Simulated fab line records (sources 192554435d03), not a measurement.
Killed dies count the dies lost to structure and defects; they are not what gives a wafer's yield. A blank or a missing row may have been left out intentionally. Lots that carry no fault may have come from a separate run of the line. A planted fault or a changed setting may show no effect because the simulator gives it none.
Chamber matching || flow n5-finfet || N5_BEOL_M14_ILD_DEP_00 on pecvd-04 has 3 sister chambers
The step deposits SiO2 from TEOS/O2, target thk 1119.3 nm, time 237.4 s. 3 wafers are shown with their chamber, then 7 later ones without.

== WAFERS WITH THEIR CHAMBER ==
{"wafer": "L385.3", "chamber": 2, "throttle-valve-pct (%)": 17.3}
{"wafer": "L388.3", "chamber": 1, "throttle-valve-pct (%)": 17.7}
{"wafer": "L388.5", "chamber": 0, "throttle-valve-pct (%)": 20.6}

== WAFERS WITH NO CHAMBER GIVEN ==
{"wafer": "L388.6", "throttle-valve-pct (%)": 17.6}
{"wafer": "L392.1", "throttle-valve-pct (%)": 17.9}
{"wafer": "L392.2", "throttle-valve-pct (%)": 17.6}
{"wafer": "L392.4", "throttle-valve-pct (%)": 18.2}
{"wafer": "L394.1", "throttle-valve-pct (%)": 18.1}
{"wafer": "L394.3", "throttle-valve-pct (%)": 17.5}
{"wafer": "L394.6", "throttle-valve-pct (%)": 17.4}

== EACH ONE'S CHAMBER ==
{"wafer": "L388.6", "from the rows above": "can't be placed: 1 or 2", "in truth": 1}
{"wafer": "L392.1", "from the rows above": "can't be placed: 1 or 2", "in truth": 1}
{"wafer": "L392.2", "from the rows above": "can't be placed: 1 or 2", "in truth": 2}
{"wafer": "L392.4", "from the rows above": "can't be placed: 1 or 2", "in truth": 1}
{"wafer": "L394.1", "from the rows above": "can't be placed: 1 or 2", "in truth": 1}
{"wafer": "L394.3", "from the rows above": "can't be placed: 1 or 2", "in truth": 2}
{"wafer": "L394.6", "from the rows above": "can't be placed: 2 or 1", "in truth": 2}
Placed correctly: 0 of 7. Cannot be placed on the basis of these rows: 7; the candidates contain the true chamber in 7. 0 placed wrongly.
How it was worked out, from the rows above alone: a wafer's distance from a chamber is the root of the sum, over the readings, of the square of ((its reading less the chamber's mean) divided by the reading's scatter). If the next closest chamber is less than 2 further off than the closest, the wafer can't be placed; otherwise it belongs to the closest. Each chamber's mean is taken over the wafers shown for it. The scatter: with one shown wafer a chamber, the root of the mean of the squares of how far each hidden wafer lies from its nearest shown one.
